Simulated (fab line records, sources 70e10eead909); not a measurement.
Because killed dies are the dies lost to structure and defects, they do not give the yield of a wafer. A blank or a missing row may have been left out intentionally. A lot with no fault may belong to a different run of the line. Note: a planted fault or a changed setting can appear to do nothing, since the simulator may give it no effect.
Matching of chambers ; flow nandHarc ; aldSin-02 running NHARC_P_GATE_ALD_36: 4 sister chambers
The step deposits SiNx, target thk 20 nm, pulse time 60 s, ald cycles 223. 8 wafers are shown with their chamber, then 11 later ones without.

EACH WAFER AND ITS CHAMBER
wafer;chamber;heaterPowerW (W);precursorPulseHeightRel
L086.3;2;918;1.041
L086.5;2;883;1.017
L088.5;0;907;0.977
L088.6;1;781;0.972
L090.2;1;762;1.036
L090.1;3;717;1.017
L090.6;0;890;0.978
L092.3;3;743;1.035

WAFERS WHOSE CHAMBER IS MISSING
wafer;heaterPowerW (W);precursorPulseHeightRel
L092.1;907;0.989
L092.2;756;0.992
L092.4;889;1.007
L092.5;723;1.002
L092.6;902;1.005
L096.3;904;0.983
L096.2;774;1.014
L096.4;909;1.008
L096.1;725;0.985
L096.6;914;0.955
L096.5;777;1.028

THE CHAMBER EACH PASSED THROUGH
wafer;from the rows above;in truth
L092.1;can't be placed: 0 or 2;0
L092.2;can't be placed: 1 or 3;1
L092.4;can't be placed: 2 or 0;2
L092.5;can't be placed: 3 or 1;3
L092.6;can't be placed: 2 or 0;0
L096.3;can't be placed: 0 or 2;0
L096.2;1;1
L096.4;can't be placed: 2 or 0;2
L096.1;can't be placed: 3 or 1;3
L096.6;can't be placed: 0 or 2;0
L096.5;can't be placed: 1 or 3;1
Correctly placed: 1 of 11. Unplaceable from these rows: 10, with the true chamber sitting among the candidates in 10. 0 placed wrongly.
How it was worked out, from the rows above alone: a wafer's distance from a chamber is the root of the sum, over the readings, of the square of ((its reading less the chamber's mean) divided by the reading's scatter). If the next closest chamber is less than 2 further off than the closest, the wafer can't be placed; otherwise it belongs to the closest. Each chamber's mean is taken over the wafers shown for it. The scatter: take each reading less its chamber's mean, square it, sum over the shown wafers, divide by the number of wafers less the number of chambers, and take the root.
